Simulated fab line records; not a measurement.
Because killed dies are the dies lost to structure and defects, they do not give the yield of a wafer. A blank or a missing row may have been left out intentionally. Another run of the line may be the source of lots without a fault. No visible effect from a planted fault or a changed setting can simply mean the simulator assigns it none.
fab line records	flow nand-harc
record: lots: 14	wafers: 42	last-day: 32
route steps=1302 shown P_M2@344 P_BONDPAD@351 END@1302
lots that met no fault: from a run of the same line without faults
start-h: hours from the record's first day to the start of the lot's first wafer shown	wait-h: hours from the lot's prior step to this one	" same as the row above	L1.1+2: several wafers, shown together as one row	- value missing, or start not given	* or withheld: withheld	< > ~ a bound
route shown NAME@n: a module of which the file shows steps, and the number in the route of the first	usual: mean/standard deviation taken from wafers without a fault	same: alike in all rows	chamber/n: place in a boat	sites: each site's reading	_std_site: standard deviation of those values	_edge_site: inner sites' mean taken away from outer sites' mean	radius-mm: for every site, how far away it sits from the centre of the wafer	mask NAME#n: copy n	behind: tool/chamber where the wafer was last shaped	hold: cause of the lot's hold/its duration in hours/its outcome	device: the n, p or np transistor that did not switch	end of line: the same wafers' tests at the end of the route	where a step has no rows: the recipe by itself	killed: dies that structure and defects cost at the first sort, which is not the same as the wafer's yield	map: a wafer's dies, x killed, . not, _ none there
set.NAME: the setting the step ran with; set.NAME@STEP: the setting that earlier step ran with	model.NAME: the simulator's own value behind a step, which no gauge read
route steps across a sampled set of lots; one table per step, one row per wafer
services: from which hour (start-h, from the record's first day; less than 0 if before it) a tool's chamber was out of use, for how many hours, and why
== steps ==
step: NHARC_P_M2_CMP_23
recipe: t-overpolish-s: 20	target-thk-nm: 144.3
usual: motor-current-A: 12.0/1.4	time-to-endpoint-s: 29.0/1.9
lot.wafer	tool	chamber	start-h	wait-h	motor-current-A	time-to-endpoint-s
L767.3	cmp-02	2	131.27	-	11.2	30.4
L767.2	"	3	"	"	10.2	30.9
L767.5	"	1	"	"	9.6	35.2
L768.4	cmp-02	3	147.21	-	9.5	29.4
L768.1	"	1	"	"	10.1	29.6
L768.2	"	2	"	"	11.0	27.5
L771.3	cmp-01	0	170.14	-	14.7	26.6
L771.1	"	1	"	"	11.6	27.4
L771.5	"	0	"	"	13.1	28.6
L772.1	cmp-03	2	176.51	-	10.0	33.4
L772.3	"	3	"	"	11.3	30.6
L772.5	"	3	"	"	11.9	29.2
L774.1	cmp-01	1	200.86	-	11.2	29.8
L774.4	"	2	"	"	12.8	27.2
L774.6	"	3	"	"	12.8	29.4
L775.1	cmp-01	1	217.34	-	11.6	32.6
L775.2	"	2	"	"	12.7	30.7
L775.5	"	3	"	"	13.5	30.8
L776.4	cmp-01	2	232.00	-	13.3	30.4
L776.3	"	0	"	"	13.7	29.1
L776.6	"	3	"	"	13.4	31.8
L777.4	cmp-01	0	233.26	-	14.0	28.9
L777.2	"	1	"	"	11.2	30.1
L777.6	"	0	"	"	14.0	28.4
L778.3	cmp-01	3	242.83	-	13.2	27.3
L778.4	"	1	"	"	11.5	27.1
L778.6	"	3	"	"	12.9	27.0
L779.1	cmp-02	1	249.33	-	9.9	29.6
L779.3	"	0	"	"	12.8	25.9
L779.5	"	1	"	"	10.0	30.2
L782.1	cmp-01	3	277.58	-	12.5	28.8
L782.3	"	1	"	"	11.0	28.3
L782.4	"	2	"	"	13.2	25.4
L781.2	cmp-01	0	278.31	-	13.8	30.4
L781.4	"	1	"	"	11.1	31.3
L781.6	"	3	"	"	13.2	28.8
L788.3	cmp-03	3	338.88	-	12.4	28.8
L788.2	"	0	"	"	11.9	28.4
L788.1	"	1	"	"	11.7	28.1
L787.2	cmp-03	2	350.12	-	10.3	32.2
L787.6	"	0	"	"	11.4	33.1
L787.5	"	1	"	"	12.2	30.6
step: NHARC_P_M2_THK_MEAS_24
recipe: thk-meas-gauge: xrf
usual: thk-nm: 144.4/1.4
lot.wafer	tool	chamber	start-h	wait-h	thk-nm
L767.2	film-metro-01	-	131.53	-	145.1
L767.3	"	-	"	"	145.5
L767.5	"	-	"	"	145.0
L768.1	film-metro-01	-	147.53	-	144.8
L768.2	"	-	"	"	144.3
L768.4	"	-	"	"	145.0
L771.1	film-metro-01	-	170.46	-	141.5
L771.3	"	-	"	"	144.3
L771.5	"	-	"	"	144.1
L772.1	film-metro-02	-	176.83	-	144.3
L772.3	"	-	"	"	142.9
L772.5	"	-	"	"	145.5
L774.1	film-metro-02	-	201.12	-	146.4
L774.4	"	-	"	"	145.8
L774.6	"	-	"	"	145.2
L775.1	film-metro-01	-	217.59	-	143.7
L775.2	"	-	"	"	145.1
L775.5	"	-	"	"	144.5
L776.3	film-metro-01	-	232.32	-	144.0
L776.4	"	-	"	"	145.6
L776.6	"	-	"	"	145.8
L777.2	film-metro-02	-	233.55	-	143.9
L777.4	"	-	"	"	142.7
L777.6	"	-	"	"	144.6
L778.3	film-metro-01	-	243.11	-	146.6
L778.4	"	-	"	"	143.0
L778.6	"	-	"	"	143.7
L779.1	film-metro-02	-	249.65	-	146.1
L779.3	"	-	"	"	144.1
L779.5	"	-	"	"	142.5
L782.1	film-metro-02	-	277.89	-	146.2
L782.3	"	-	"	"	145.7
L782.4	"	-	"	"	145.2
L781.2	film-metro-01	-	278.57	-	142.1
L781.4	"	-	"	"	146.1
L781.6	"	-	"	"	142.3
L788.1	film-metro-02	-	339.17	-	145.8
L788.2	"	-	"	"	143.9
L788.3	"	-	"	"	145.4
L787.2	film-metro-02	-	350.38	-	144.9
L787.5	"	-	"	"	143.9
L787.6	"	-	"	"	143.7
step: NHARC_P_BONDPAD_DEP_00
recipe: target-thk-a: 2500	temp-c: 370	target-thk-nm: 250	pressure-torr: 3	flow-sccm: 200	rf-w: 450	material: SiCN
usual: heater-power-w: 576/59	susceptor-temp-C: 370.03/0.21
lot.wafer	tool	chamber	start-h	wait-h	heater-power-w	susceptor-temp-C
L767.2	pecvd-04	2	132.40	-	575	370.08
L767.3	"	0	"	"	627	369.92
L767.5	"	0	"	"	647	370.02
L768.2	pecvd-04	0	148.29	-	660	370.34
L768.1	"	1	"	"	662	370.55
L768.4	"	1	"	"	543	369.89
L771.1	pecvd-04	1	171.23	-	663	370.23
L771.3	"	2	"	"	578	370.35
L771.5	"	1	"	"	660	370.18
L772.3	pecvd-04	2	177.53	-	587	370.15
L772.1	"	0	"	"	636	370.13
L772.5	"	1	"	"	545	370.01
L774.1	pecvd-03	2	201.92	-	463	369.87
L774.4	"	0	"	"	520	370.29
L774.6	"	2	"	"	475	369.72
L775.1	pecvd-01	2	218.37	-	589	370.03
L775.2	"	0	"	"	614	370.43
L775.5	"	0	"	"	623	370.29
L776.3	pecvd-03	0	233.53	-	643	369.83
L776.4	"	1	"	"	517	369.87
L776.6	"	2	"	"	526	369.64
L777.2	pecvd-01	2	234.35	-	603	369.94
L777.6	"	0	"	"	619	370.11
L777.4	"	1	"	"	693	369.86
L778.3	pecvd-03	1	244.00	0.3	486	370.26
L778.6	"	2	"	"	545	369.87
L778.4	"	0	"	"	643	370.02
L779.3	pecvd-03	2	250.34	-	524	369.92
L779.1	"	0	"	"	588	369.83
L779.5	"	2	"	"	533	370.23
L782.3	pecvd-03	2	278.66	-	552	370.15
L782.1	"	0	"	"	642	369.88
L782.4	"	1	"	"	486	370.16
L781.2	pecvd-01	2	279.32	-	524	369.78
L781.6	"	1	"	"	646	369.93
L781.4	"	2	"	"	535	369.80
L788.2	pecvd-04	0	339.89	-	563	369.77
L788.1	"	1	"	"	582	370.08
L788.3	"	2	"	"	554	369.90
L788.2	pecvd-04	0	340.48	-	563	370.21
L788.1	"	1	"	"	579	369.68
L788.3	"	2	"	"	561	369.81
L787.2	pecvd-03	2	351.14	-	544	370.06
L787.6	"	1	"	"	467	369.87
L787.5	"	0	"	"	548	370.37
L787.2	pecvd-03	2	351.87	-	556	369.83
L787.6	"	1	"	"	461	370.04
L787.5	"	0	"	"	556	370.15
step: NHARC_P_BONDPAD_CMP_32
recipe: target-thk-nm: 200	material: SiCN
usual: motor-current-A: 11.2/0.94
lot.wafer	tool	chamber	start-h	wait-h	motor-current-A
L767.3	cmp-04	0	132.81	-	12.4
L767.2	"	1	"	"	10.8
L767.5	"	3	"	"	10.5
L768.1	cmp-03	0	148.65	-	11.2
L768.2	"	1	"	"	12.0
L768.4	"	2	"	"	9.6
L771.1	cmp-03	1	171.59	-	12.4
L771.3	"	0	"	"	12.2
L771.5	"	1	"	"	12.7
L772.1	cmp-03	2	177.93	-	11.0
L772.3	"	0	"	"	11.3
L772.5	"	3	"	"	12.3
L774.1	cmp-02	3	202.24	-	10.1
L774.4	"	1	"	"	9.9
L774.6	"	3	"	"	9.7
L775.2	cmp-03	0	218.74	-	11.3
L775.1	"	1	"	"	11.6
L775.5	"	1	"	"	12.2
L776.4	cmp-03	0	233.96	-	11.8
L776.3	"	1	"	"	11.7
L776.6	"	3	"	"	11.8
L777.2	cmp-03	3	234.66	-	11.7
L777.4	"	1	"	"	11.8
L777.6	"	0	"	"	11.5
L778.3	cmp-03	0	244.41	-	12.3
L778.4	"	1	"	"	11.7
L778.6	"	0	"	"	11.6
L779.1	cmp-03	3	250.77	-	11.4
L779.3	"	0	"	"	11.9
L779.5	"	3	"	"	10.7
L782.3	cmp-03	0	279.02	-	11.5
L782.4	"	2	"	"	10.5
L782.1	"	3	"	"	11.9
L781.4	cmp-04	1	279.71	-	11.1
L781.2	"	2	"	"	10.6
L781.6	"	1	"	"	10.7
L788.2	cmp-04	1	341.01	-	11.0
L788.1	"	2	"	"	11.3
L788.3	"	3	"	"	10.4
L787.2	cmp-03	0	352.55	-	11.6
L787.6	"	1	"	"	11.7
L787.5	"	2	"	"	10.5
step: NHARC_END_SORT_01
recipe: temp-c: 25
usual: defect-limited-yield: 90.1/2.4	killed-at-array: 62/16	killed-at-other: 0.8/1.1	killed-at-periphery: 4/3.2	killed-dies: 67/16	killed-open: 3.5/1.9	killed-short: 2.1/1.5
same: gross-dies: 677
lot.wafer	tool	chamber	start-h	wait-h	defect-limited-yield[%]	killed-at-array	killed-at-other	killed-at-periphery	killed-dies	killed-open	killed-short
L767.2	prober-02	0	560.78	2.8	90.7	58	4	1	63	5	4
L767.3	prober-02	0	561.58	3.1	92.2	49	2	2	53	4	2
L767.5	prober-02	0	563.19	3.7	92.3	52	0	0	52	2	2
L768.1	prober-01	0	582.80	2.5	88.9	71	0	4	75	4	3
L768.2	prober-01	0	583.60	2.8	90.1	60	3	4	67	3	1
L768.4	prober-01	0	585.19	3.4	88.5	64	1	13	78	1	0
L771.1	prober-01	0	594.14	2.5	86.9	85	0	4	89	3	2
L771.3	prober-01	0	595.73	3.1	86.4	87	0	5	92	6	0
L771.5	prober-01	0	597.33	3.7	86.9	86	0	3	89	8	3
L772.1	prober-02	0	601.88	2.5	95.0	32	0	2	34	5	3
L772.3	prober-02	0	603.49	3.1	95.1	32	0	1	33	1	2
L772.5	prober-02	0	605.11	3.7	94.2	35	0	4	39	5	2
L774.1	prober-02	0	631.26	2.5	87.1	86	1	0	87	4	3
L774.4	prober-02	0	633.68	3.4	86.9	82	2	5	89	3	1
L774.6	prober-02	0	635.29	4.0	88.3	76	0	3	79	4	1
L775.1	prober-01	0	649.19	2.5	89.1	58	0	16	74	3	5
L775.2	prober-01	0	649.99	2.8	89.5	57	0	14	71	6	5
L775.5	prober-01	0	652.38	3.7	91.0	55	0	6	61	3	2
L777.2	prober-02	0	650.02	2.8	90.4	59	1	5	65	3	3
L777.4	prober-02	0	651.66	3.5	91.6	51	1	5	57	0	2
L777.6	prober-02	0	653.29	4.1	89.1	69	2	3	74	2	2
L779.1	prober-02	0	672.22	2.5	89.1	71	1	2	74	4	0
L779.3	prober-02	0	673.82	3.1	88.8	72	2	2	76	5	4
L779.5	prober-02	0	675.42	3.7	89.1	68	2	4	74	3	1
L776.3	prober-01	0	673.78	3.1	90.3	63	0	3	66	1	3
L776.4	prober-01	0	674.58	3.4	89.8	65	1	3	69	3	2
L776.6	prober-01	0	676.18	4.0	90.4	60	0	5	65	5	0
L778.3	prober-01	0	681.58	3.1	92.8	44	2	3	49	1	2
L778.4	prober-01	0	682.37	3.4	90.7	53	0	10	63	3	2
L778.6	prober-01	0	683.96	4.0	92.0	46	0	8	54	2	0
L782.1	prober-02	0	698.02	2.5	90.3	61	0	5	66	5	4
L782.3	prober-02	0	699.60	3.1	91.1	57	0	3	60	4	0
L782.4	prober-02	0	700.38	3.4	90.1	64	0	3	67	5	6
L781.2	prober-01	0	698.84	2.8	92.3	50	1	1	52	3	1
L781.4	prober-01	0	700.44	3.4	90.5	60	1	3	64	2	2
L781.6	prober-01	0	702.03	4.0	89.8	63	5	1	69	3	2
L788.1	prober-02	0	748.35	2.5	90.0	62	1	5	68	7	2
L788.2	prober-02	0	749.15	2.8	89.7	65	1	4	70	2	0
L788.3	prober-02	0	749.95	3.1	89.8	63	0	6	69	7	1
L787.2	prober-02	0	773.44	2.8	88.6	67	0	10	77	1	2
L787.5	prober-02	0	775.82	3.7	86.4	88	1	3	92	6	3
L787.6	prober-02	0	776.62	4.0	86.6	87	0	4	91	2	3
killed by level:class
L767.2 A_CHANNEL_HOLE_D2:chamber-film-flake=34 A_CONTACT:chamber-film-flake=4 THIN_TSV:chamber-film-flake=4 A_ZERO_WELL:chamber-film-flake=3 A_STAIRCASE:chamber-film-flake=3 A_WL_FILL:chamber-film-flake=3 A_CHANNEL_FILL_D2:geometric-particle:open=2 A_CHANNEL_HOLE_D1:chamber-film-flake=2
L767.3 A_CHANNEL_HOLE_D2:chamber-film-flake=28 A_CONTACT:chamber-film-flake=6 A_CHANNEL_HOLE_D1:chamber-film-flake=5 A_STAIRCASE:chamber-film-flake=3 A_CHANNEL_FILL_D1:geometric-particle:open=1 A_CHANNEL_FILL_D2:geometric-particle:short=1 A_SGD_CUT:geometric-particle:short=1 A_SGD_CUT:geometric-particle:open=1
L767.5 A_CHANNEL_HOLE_D2:chamber-film-flake=32 A_CONTACT:chamber-film-flake=7 A_WL_FILL:chamber-film-flake=3 A_ZERO_WELL:chamber-film-flake=2 A_DECK1_JOINT:chamber-film-flake=2 A_CHANNEL_FILL_D1:geometric-particle:short=1 A_ONON_D2:geometric-particle:open=1 A_WL_FILL:geometric-particle:short=1
L768.1 A_CHANNEL_HOLE_D1:chamber-film-flake=30 A_SLIT:chamber-film-flake=17 A_CHANNEL_HOLE_D2:chamber-film-flake=6 A_STAIRCASE:chamber-film-flake=6 A_WL_FILL:chamber-film-flake=3 A_CONTACT:chamber-film-flake=2 P_CONTACT:geometric-particle:short=1 P_M2:geometric-particle:open=1
L768.2 A_CHANNEL_HOLE_D1:chamber-film-flake=28 A_SLIT:chamber-film-flake=21 A_CHANNEL_HOLE_D2:chamber-film-flake=3 P_M1:chamber-film-flake=2 A_STAIRCASE:chamber-film-flake=2 A_CONTACT:chamber-film-flake=2 THIN_TSV:chamber-film-flake=2 P_CONTACT:geometric-particle:open=1
L768.4 A_CHANNEL_HOLE_D1:chamber-film-flake=33 A_SLIT:chamber-film-flake=18 P_M1:chamber-film-flake=10 A_CHANNEL_HOLE_D2:chamber-film-flake=5 A_CONTACT:chamber-film-flake=4 P_STI:chamber-film-flake=2 A_STAIRCASE:chamber-film-flake=2 A_ONON_D2:geometric-particle:open=1
L771.1 A_CHANNEL_HOLE_D1:chamber-film-flake=33 A_SLIT:chamber-film-flake=23 A_CHANNEL_HOLE_D2:chamber-film-flake=11 A_CONTACT:chamber-film-flake=8 P_STI:chamber-film-flake=3 A_CHANNEL_FILL_D2:chamber-film-flake=3 A_ONON_D1:geometric-particle:open=1 A_ONON_D2:geometric-particle:short=1
L771.3 A_CHANNEL_HOLE_D1:chamber-film-flake=37 A_SLIT:chamber-film-flake=24 A_CHANNEL_HOLE_D2:chamber-film-flake=9 A_CONTACT:chamber-film-flake=5 P_STI:chamber-film-flake=3 A_STAIRCASE:chamber-film-flake=3 A_CHANNEL_FILL_D2:chamber-film-flake=3 P_CONTACT:geometric-particle:open=2
L771.5 A_CHANNEL_HOLE_D1:chamber-film-flake=31 A_SLIT:chamber-film-flake=20 A_CHANNEL_HOLE_D2:chamber-film-flake=11 A_CONTACT:chamber-film-flake=4 A_M1:chamber-film-flake=4 A_ONON_D1:geometric-particle:open=2 A_WL_FILL:geometric-particle:open=2 A_CHANNEL_FILL_D1:chamber-film-flake=2
L772.1 A_STAIRCASE:chamber-film-flake=9 A_CHANNEL_HOLE_D2:chamber-film-flake=8 A_CHANNEL_HOLE_D1:chamber-film-flake=5 A_CONTACT:geometric-particle:short=2 A_CONTACT:chamber-film-flake=2 P_CONTACT:geometric-particle:open=1 P_M0:geometric-particle:open=1 A_CHANNEL_HOLE_D1:geometric-particle:short=1
L772.3 A_CHANNEL_HOLE_D2:chamber-film-flake=10 A_STAIRCASE:chamber-film-flake=6 A_CHANNEL_HOLE_D1:chamber-film-flake=4 A_CHANNEL_FILL_D2:chamber-film-flake=3 A_CONTACT:chamber-film-flake=3 A_ONON_D2:geometric-particle:short=1 A_CHANNEL_FILL_D2:geometric-particle:short=1 A_SGD_CUT:geometric-particle:open=1
L772.5 A_CHANNEL_HOLE_D2:chamber-film-flake=13 A_STAIRCASE:chamber-film-flake=7 A_SLIT:chamber-film-flake=2 A_CONTACT:chamber-film-flake=2 P_CONTACT:geometric-particle:open=1 P_M1:geometric-particle:open=1 A_ONON_D1:geometric-particle:open=1 A_CHANNEL_FILL_D1:geometric-particle:open=1
L774.1 A_CHANNEL_HOLE_D2:chamber-film-flake=32 A_SLIT:chamber-film-flake=31 A_CONTACT:chamber-film-flake=6 A_ZERO_WELL:chamber-film-flake=3 A_CHANNEL_HOLE_D1:chamber-film-flake=3 A_ONON_D1:geometric-particle:short=1 A_CHANNEL_FILL_D1:geometric-particle:open=1 A_CHANNEL_FILL_D1:geometric-particle:short=1
L774.4 A_CHANNEL_HOLE_D2:chamber-film-flake=34 A_SLIT:chamber-film-flake=32 P_ZERO_WELL:chamber-film-flake=4 A_CHANNEL_HOLE_D1:chamber-film-flake=4 A_CONTACT:chamber-film-flake=3 A_DECK1_JOINT:chamber-film-flake=2 THIN_TSV:chamber-film-flake=2 P_CONTACT:geometric-particle:open=1
L774.6 A_SLIT:chamber-film-flake=36 A_CHANNEL_HOLE_D2:chamber-film-flake=26 P_ZERO_WELL:chamber-film-flake=2 A_ZERO_WELL:chamber-film-flake=2 A_DECK1_JOINT:chamber-film-flake=2 A_WL_FILL:chamber-film-flake=2 A_CHANNEL_HOLE_D1:geometric-particle:open=1 A_CHANNEL_FILL_D1:geometric-particle:open=1
L775.1 A_SLIT:chamber-film-flake=31 P_CONTACT:chamber-film-flake=11 A_CHANNEL_HOLE_D2:chamber-film-flake=9 A_CHANNEL_HOLE_D1:chamber-film-flake=3 A_STAIRCASE:chamber-film-flake=3 P_ZERO_WELL:chamber-film-flake=2 A_DECK1_JOINT:chamber-film-flake=2 A_WL_FILL:chamber-film-flake=2
L775.2 A_SLIT:chamber-film-flake=29 A_CHANNEL_HOLE_D2:chamber-film-flake=10 P_CONTACT:chamber-film-flake=9 A_CHANNEL_HOLE_D1:chamber-film-flake=3 A_CONTACT:chamber-film-flake=3 P_GATE:geometric-particle:open=2 P_ZERO_WELL:chamber-film-flake=2 A_DECK1_JOINT:chamber-film-flake=2
L777.2 A_SLIT:chamber-film-flake=28 A_CHANNEL_HOLE_D2:chamber-film-flake=15 A_ZERO_WELL:chamber-film-flake=3 A_CHANNEL_HOLE_D1:chamber-film-flake=3 A_CONTACT:chamber-film-flake=3 A_ONON_D2:geometric-particle:open=2 P_CONTACT:chamber-film-flake=2 P_GATE:geometric-particle:open=1
L777.4 A_SLIT:chamber-film-flake=31 A_CHANNEL_HOLE_D2:chamber-film-flake=8 P_STI:chamber-film-flake=3 A_M0:chamber-film-flake=3 A_CHANNEL_HOLE_D1:chamber-film-flake=2 A_DECK1_JOINT:chamber-film-flake=2 A_CHANNEL_FILL_D1:geometric-particle:short=1 A_CHANNEL_FILL_D2:geometric-particle:short=1
L775.5 A_SLIT:chamber-film-flake=25 A_CHANNEL_HOLE_D2:chamber-film-flake=15 P_CONTACT:chamber-film-flake=4 A_CHANNEL_HOLE_D1:chamber-film-flake=3 A_CONTACT:chamber-film-flake=3 A_M0:chamber-film-flake=2 P_CONTACT:geometric-particle:open=1 A_CHANNEL_FILL_D1:geometric-particle:short=1
L777.6 A_SLIT:chamber-film-flake=29 A_CHANNEL_HOLE_D2:chamber-film-flake=21 A_CHANNEL_HOLE_D1:chamber-film-flake=8 A_CONTACT:chamber-film-flake=5 P_STI:chamber-film-flake=2 THIN_TSV:chamber-film-flake=2 A_ONON_D1:geometric-particle:open=1 A_CHANNEL_HOLE_D2:geometric-particle:short=1
L779.1 A_SLIT:chamber-film-flake=34 A_CHANNEL_HOLE_D2:chamber-film-flake=19 A_CHANNEL_HOLE_D1:chamber-film-flake=7 A_BONDPAD:chamber-film-flake=3 A_ONON_D2:geometric-particle:open=2 A_CONTACT:chamber-film-flake=2 A_DECK1_JOINT:geometric-particle:open=1 A_BLC:geometric-particle:open=1
L776.3 A_CHANNEL_HOLE_D1:chamber-film-flake=29 A_CHANNEL_HOLE_D2:chamber-film-flake=23 A_CONTACT:chamber-film-flake=4 A_CHANNEL_FILL_D1:chamber-film-flake=2 A_CHANNEL_FILL_D1:geometric-particle:short=1 A_CHANNEL_HOLE_D2:geometric-particle:short=1 A_CONTACT:geometric-particle:open=1 A_M1:geometric-particle:short=1
L779.3 A_SLIT:chamber-film-flake=32 A_CHANNEL_HOLE_D2:chamber-film-flake=28 A_SOURCE_PLATE:geometric-particle:open=2 A_DECK1_JOINT:chamber-film-flake=2 P_CONTACT:geometric-particle:open=1 P_M0:geometric-particle:open=1 A_CHANNEL_FILL_D1:geometric-particle:short=1 A_ONON_D2:geometric-particle:short=1
L776.4 A_CHANNEL_HOLE_D1:chamber-film-flake=38 A_CHANNEL_HOLE_D2:chamber-film-flake=13 A_CONTACT:chamber-film-flake=6 A_STAIRCASE:chamber-film-flake=2 A_WL_FILL:chamber-film-flake=2 P_CONTACT:geometric-particle:open=1 A_ONON_D1:geometric-particle:short=1 A_CHANNEL_FILL_D1:geometric-particle:open=1
L779.5 A_SLIT:chamber-film-flake=35 A_CHANNEL_HOLE_D2:chamber-film-flake=20 A_CHANNEL_HOLE_D1:chamber-film-flake=7 THIN_TSV:chamber-film-flake=2 P_CONTACT:geometric-particle:short=1 P_M1:geometric-particle:open=1 A_ONON_D2:geometric-particle:open=1 A_WL_FILL:geometric-particle:open=1
L776.6 A_CHANNEL_HOLE_D1:chamber-film-flake=34 A_CHANNEL_HOLE_D2:chamber-film-flake=14 A_SLIT:chamber-film-flake=4 A_M0:geometric-particle:open=2 A_CONTACT:chamber-film-flake=2 P_GATE:geometric-particle:open=1 P_M0:geometric-particle:open=1 A_BLC:geometric-particle:open=1
L778.3 A_CHANNEL_HOLE_D1:chamber-film-flake=32 A_CONTACT:chamber-film-flake=5 P_GATE:chamber-film-flake=2 A_STAIRCASE:chamber-film-flake=2 THIN_TSV:chamber-film-flake=2 A_ONON_D1:geometric-particle:open=1 A_ONON_D1:geometric-particle:short=1 A_M1:geometric-particle:short=1
L778.4 A_CHANNEL_HOLE_D1:chamber-film-flake=36 P_GATE:chamber-film-flake=5 A_CONTACT:chamber-film-flake=5 A_BONDPAD:chamber-film-flake=4 P_STI:chamber-film-flake=3 A_SGD_CUT:geometric-particle:open=1 A_WL_FILL:geometric-particle:short=1 A_WL_FILL:geometric-particle:open=1
L778.6 A_CHANNEL_HOLE_D1:chamber-film-flake=31 P_STI:chamber-film-flake=4 P_GATE:chamber-film-flake=4 A_WL_FILL:chamber-film-flake=4 A_BONDPAD:chamber-film-flake=3 A_CONTACT:chamber-film-flake=2 A_SLIT:chamber-film-flake=2 A_ONON_D2:geometric-particle:open=1
L782.1 A_CHANNEL_HOLE_D1:chamber-film-flake=34 A_CONTACT:chamber-film-flake=10 A_DECK1_JOINT:chamber-film-flake=3 P_GATE:chamber-film-flake=2 A_SLIT:chamber-film-flake=2 A_STAIRCASE:chamber-film-flake=2 A_WL_FILL:chamber-film-flake=2 P_STI:geometric-particle:short=1
L781.2 A_SLIT:chamber-film-flake=30 A_CHANNEL_HOLE_D2:chamber-film-flake=9 A_CONTACT:chamber-film-flake=4 A_CHANNEL_HOLE_D1:chamber-film-flake=3 P_GATE:geometric-particle:short=1 A_CHANNEL_FILL_D1:geometric-particle:open=1 A_SLIT:geometric-particle:open=1 A_M0:geometric-particle:open=1
L782.3 A_CHANNEL_HOLE_D1:chamber-film-flake=33 A_STAIRCASE:chamber-film-flake=8 A_CONTACT:chamber-film-flake=7 P_GATE:chamber-film-flake=3 A_SLIT:chamber-film-flake=3 A_SOURCE_PLATE:geometric-particle:open=1 A_ONON_D1:geometric-particle:open=1 A_SGD_CUT:geometric-particle:open=1
L782.4 A_CHANNEL_HOLE_D1:chamber-film-flake=37 A_CONTACT:chamber-film-flake=6 A_CHANNEL_FILL_D1:chamber-film-flake=4 A_ONON_D1:geometric-particle:short=2 A_SLIT:chamber-film-flake=2 A_DECK1_JOINT:chamber-film-flake=2 A_STAIRCASE:chamber-film-flake=2 P_GATE:geometric-particle:short=1
L781.4 A_SLIT:chamber-film-flake=28 A_CHANNEL_HOLE_D2:chamber-film-flake=17 A_CONTACT:chamber-film-flake=8 P_GATE:chamber-film-flake=2 A_CHANNEL_HOLE_D1:chamber-film-flake=2 A_ONON_D2:geometric-particle:open=1 A_CHANNEL_HOLE_D2:geometric-particle:open=1 A_WL_FILL:geometric-particle:short=1
L781.6 A_SLIT:chamber-film-flake=27 A_CHANNEL_HOLE_D2:chamber-film-flake=14 A_CONTACT:chamber-film-flake=9 A_CHANNEL_HOLE_D1:chamber-film-flake=4 A_STAIRCASE:chamber-film-flake=4 THIN_TSV:chamber-film-flake=3 A_CHANNEL_FILL_D2:geometric-particle:short=2 A_SOURCE_PLATE:geometric-particle:open=1
L788.1 A_CHANNEL_HOLE_D2:chamber-film-flake=22 A_CHANNEL_HOLE_D1:chamber-film-flake=15 A_SLIT:chamber-film-flake=6 A_CONTACT:chamber-film-flake=4 A_STAIRCASE:chamber-film-flake=4 A_ONON_D1:geometric-particle:open=3 P_GATE:chamber-film-flake=3 A_WL_FILL:chamber-film-flake=2
L788.2 A_CHANNEL_HOLE_D2:chamber-film-flake=27 A_CHANNEL_HOLE_D1:chamber-film-flake=17 A_CONTACT:chamber-film-flake=7 A_SLIT:chamber-film-flake=4 P_GATE:chamber-film-flake=4 A_STAIRCASE:chamber-film-flake=4 A_CHANNEL_FILL_D1:chamber-film-flake=2 A_CHANNEL_FILL_D1:geometric-particle:open=1
L788.3 A_CHANNEL_HOLE_D2:chamber-film-flake=26 A_CHANNEL_HOLE_D1:chamber-film-flake=16 A_STAIRCASE:chamber-film-flake=5 A_WL_FILL:chamber-film-flake=3 A_CONTACT:chamber-film-flake=3 P_CONTACT:geometric-particle:open=2 A_CHANNEL_FILL_D1:chamber-film-flake=2 A_SLIT:chamber-film-flake=2
L787.2 A_SLIT:chamber-film-flake=31 A_CHANNEL_HOLE_D2:chamber-film-flake=20 A_CONTACT:chamber-film-flake=7 P_ZERO_WELL:chamber-film-flake=6 P_BONDPAD:chamber-film-flake=4 A_STAIRCASE:chamber-film-flake=3 A_CHANNEL_HOLE_D1:unspecified=2 A_SOURCE_PLATE:geometric-particle:short=1
L787.5 A_SLIT:chamber-film-flake=40 A_CHANNEL_HOLE_D2:chamber-film-flake=26 A_CONTACT:chamber-film-flake=8 A_CHANNEL_FILL_D2:chamber-film-flake=2 A_STAIRCASE:chamber-film-flake=2 P_M1:geometric-particle:short=1 A_ONON_D1:geometric-particle:open=1 A_CHANNEL_HOLE_D1:geometric-particle:short=1
L787.6 A_SLIT:chamber-film-flake=35 A_CHANNEL_HOLE_D2:chamber-film-flake=32 A_CONTACT:chamber-film-flake=11 P_BONDPAD:chamber-film-flake=2 A_ONON_D1:geometric-particle:short=1 A_CHANNEL_FILL_D2:geometric-particle:short=1 A_CHANNEL_FILL_D2:geometric-particle:open=1 A_SLIT:geometric-particle:short=1
== services ==
tool	chamber	start-h	hours	kind
cmp-02	-	108.00	0.5	repair
cmp-02	-	124.41	1.3	repair
cmp-02	-	134.73	4.0	pm
cmp-03	-	141.84	1.9	repair
cmp-03	-	162.08	4.0	pm
pecvd-03	1	162.61	5.5	repair
pecvd-03	-	185.22	13.0	pm
cmp-01	-	185.50	4.0	pm
pecvd-04	-	209.12	1.7	repair
cmp-02	-	217.06	1.8	repair
cmp-02	-	232.73	4.0	pm
pecvd-04	0	240.51	14.3	repair
cmp-03	-	256.75	0.4	repair
cmp-03	-	260.11	4.0	pm
cmp-02	-	266.57	1.0	repair
pecvd-04	-	266.87	1.1	repair
pecvd-04	-	269.99	13.0	pm
cmp-03	-	276.69	2.2	repair
cmp-01	-	283.50	4.0	pm
cmp-03	-	289.16	4.5	repair
pecvd-04	0	309.54	7.7	repair
cmp-02	-	326.50	0.5	repair
cmp-03	-	330.72	4.3	repair
cmp-02	-	330.73	4.0	pm
== key ==
first-sign: step: NHARC_P_BONDPAD_DEP_00	reading: visit	direction: added
effect none on later readings
met-at NHARC_P_BONDPAD_DEP_00
struck-lots L787,L788
not-acting-at NHARC_P_M2_CMP_23,NHARC_P_M2_THK_MEAS_24,NHARC_P_BONDPAD_CMP_32
fault: kind: repeated-step-whole	tool: pecvd-01,pecvd-03,pecvd-04	chamber: -	onset-h: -	steps: NHARC_P_BONDPAD_DEP_00	times: 1	scope: struck-lots-only
